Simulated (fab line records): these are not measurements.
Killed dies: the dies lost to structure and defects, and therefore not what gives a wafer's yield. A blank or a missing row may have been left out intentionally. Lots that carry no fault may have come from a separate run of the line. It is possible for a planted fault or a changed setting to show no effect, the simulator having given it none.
Chamber matching    flow n5 finfet    4 sister chambers for N5_MOL_CONTACT_COAG_ETCH_105 on rie diel-02
The step etches SiARC in CF4, target depth 15.6 nm, time 26 s. 20 wafers are shown with their chamber, then 10 later ones without.

## EACH WAFER AND ITS CHAMBER
wafer   chamber  showerhead plenum p Torr (Torr)  throttle valve pct (%)  drypump motor current A (A)
L074.1  2        2.21                             15.88                   5.7
L074.4  0        2.29                             15.41                   5.5
L074.6  1        2.09                             15.45                   6.4
L075.1  1        2.08                             15.43                   6.3
L075.2  3        2.12                             15.93                   6.1
L075.4  2        2.20                             15.89                   5.8
L076.1  3        2.12                             15.95                   6.1
L076.3  0        2.29                             15.43                   5.5
L076.5  1        2.08                             15.47                   6.4
L077.2  0        2.29                             15.43                   5.5
L077.3  1        2.08                             15.43                   6.3
L077.4  3        2.12                             15.96                   6.1
L078.1  1        2.08                             15.44                   6.3
L078.3  0        2.29                             15.42                   5.5
L078.5  0        2.29                             15.45                   5.5
L079.1  0        2.29                             15.44                   5.5
L079.2  3        2.11                             15.96                   6.1
L079.4  3        2.11                             15.94                   6.1
L080.2  0        2.29                             15.44                   5.5
L080.4  3        2.11                             15.96                   6.1

SIGNATURES, as means of the wafers listed above
reading                   chamber 0  chamber 1  chamber 2  chamber 3  scatter within a chamber
showerhead plenum p Torr  2.2900     2.0820     2.2050     2.1150     0.00418
throttle valve pct        15.4314    15.4440    15.8850    15.9500    0.0138
drypump motor current A   5.500      6.340      5.750      6.100      0.0326
Rule: for each reading, subtract the chamber's mean from the wafer's reading, divide by that reading's scatter and square the result; add these up over the readings and take the root, which gives the wafer's distance from the chamber. If the next closest chamber is less than 2 further off than the closest, the wafer can't be placed; otherwise it belongs to the closest. The scatter is the square root of a quotient: the sum, over the shown wafers, of each reading's squared deviation from its chamber's mean, divided by wafers minus chambers.

## WAFERS WITHOUT THEIR CHAMBER
wafer   showerhead plenum p Torr (Torr)  throttle valve pct (%)  drypump motor current A (A)
L080.5  2.11                             15.96                   6.1
L083.2  2.08                             15.48                   6.3
L083.4  2.20                             15.44                   5.7
L083.6  2.08                             15.47                   6.3
L093.1  2.07                             15.52                   6.3
L093.3  2.28                             15.49                   5.5
L093.4  2.11                             15.54                   6.1
L097.2  2.07                             15.53                   6.3
L097.4  2.27                             15.53                   5.5
L097.5  2.19                             15.48                   5.7

## EACH ONE'S CHAMBER
wafer    from the rows above   in truth
L080.5   3                     3
L083.2   1                     1
L083.4   0                     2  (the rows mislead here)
L083.6   1                     1
L093.1   1                     1
L093.3   0                     0
L093.4   1                     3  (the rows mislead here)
L097.2   1                     1
L097.4   0                     0
L097.5   0                     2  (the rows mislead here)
Correct placement for 7 of the 10. Can't be placed from these rows: 0. Placed wrongly: 3.
